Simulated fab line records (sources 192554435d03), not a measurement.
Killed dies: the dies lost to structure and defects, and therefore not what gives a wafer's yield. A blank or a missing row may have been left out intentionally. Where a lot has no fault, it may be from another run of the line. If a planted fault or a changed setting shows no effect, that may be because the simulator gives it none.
One fault through the eyes of 2 desks ; flow n5_finfet ; what lay behind the numbers comes last; until then each desk has only its own

THE METROLOGY DESK
Means of the sampled wafers that have a number, per lot and without regard to the tool the lot ran on: this is what the gauges read. If a lot's mean is further than 4 standard deviations from the usual mean, the lot is out of limits and carries the mark OUT (the distance appears in the brackets).
Columns: A = cd_nm at N5_BEOL_M11_CD_MEAS_35, usual 69.4 nm; B = cd_nm at N5_BEOL_M12_CD_MEAS_17, usual 139.6 nm
lot;first seen here;A;B
L551;day 11 17:59;70.2;136.3
L552;day 11 21:20;69.2;140.9
L554;day 12 12:32;68.6;137.9
L553;day 12 15:03;68.4;141.4
L555;day 12 15:07;69.1;141.0
L557;day 13 05:38;69.9;140.3
L556;day 13 07:51;69.4;139.7
L560;day 13 17:28;68.9;140.4
L559;day 13 23:03;69.3;139.4
L565;day 15 14:20;68.9;140.3
L567;day 16 01:52;69.4;138.9
L566;day 16 02:08;68.7;143.1
This desk's verdict: no lot among the 12 shows anything out of limits.

AT THE TOOL OWNER'S DESK: plasma_asher-02
The tool's own readings at N5_BEOL_M12_STRIP_63 (strips in N2/H2): means of the sampled wafers that have a number, for each lot that ran on this tool. If a lot's mean is further than 4 standard deviations from the usual mean, the lot is out of limits and carries the mark OUT (the distance appears in the brackets).
Columns: A = chamber_pressure_mTorr at N5_BEOL_M12_STRIP_63, usual 1000.0 mTorr; B = drypump_motor_current_A at N5_BEOL_M12_STRIP_63, usual 5.6 A; C = heater_power_w at N5_BEOL_M12_STRIP_63, usual 328 W; D = oes_product_au at N5_BEOL_M12_STRIP_63, usual 0.693 a.u.; E = strip_time_to_endpoint_s at N5_BEOL_M12_STRIP_63, usual 42.2 s
lot;first seen here;A;B;C;D;E
L551;day 11 23:19;1000.1;5.4;336;0.689;43.3
L552;day 12 01:37;999.5;5.4;334;0.692;42.8
L555;day 12 19:13;999.9;5.4;336;0.694;41.7
L559;day 14 03:31;1000.1;5.4;335;0.693;41.5
This desk's verdict: no lot among the 4 shows anything out of limits.

ALL TOGETHER
The metrology desk saw nothing out of limits.
Nothing out of limits was seen by the tool owner's desk.

WHAT THE SIMULATOR HAD PUT IN
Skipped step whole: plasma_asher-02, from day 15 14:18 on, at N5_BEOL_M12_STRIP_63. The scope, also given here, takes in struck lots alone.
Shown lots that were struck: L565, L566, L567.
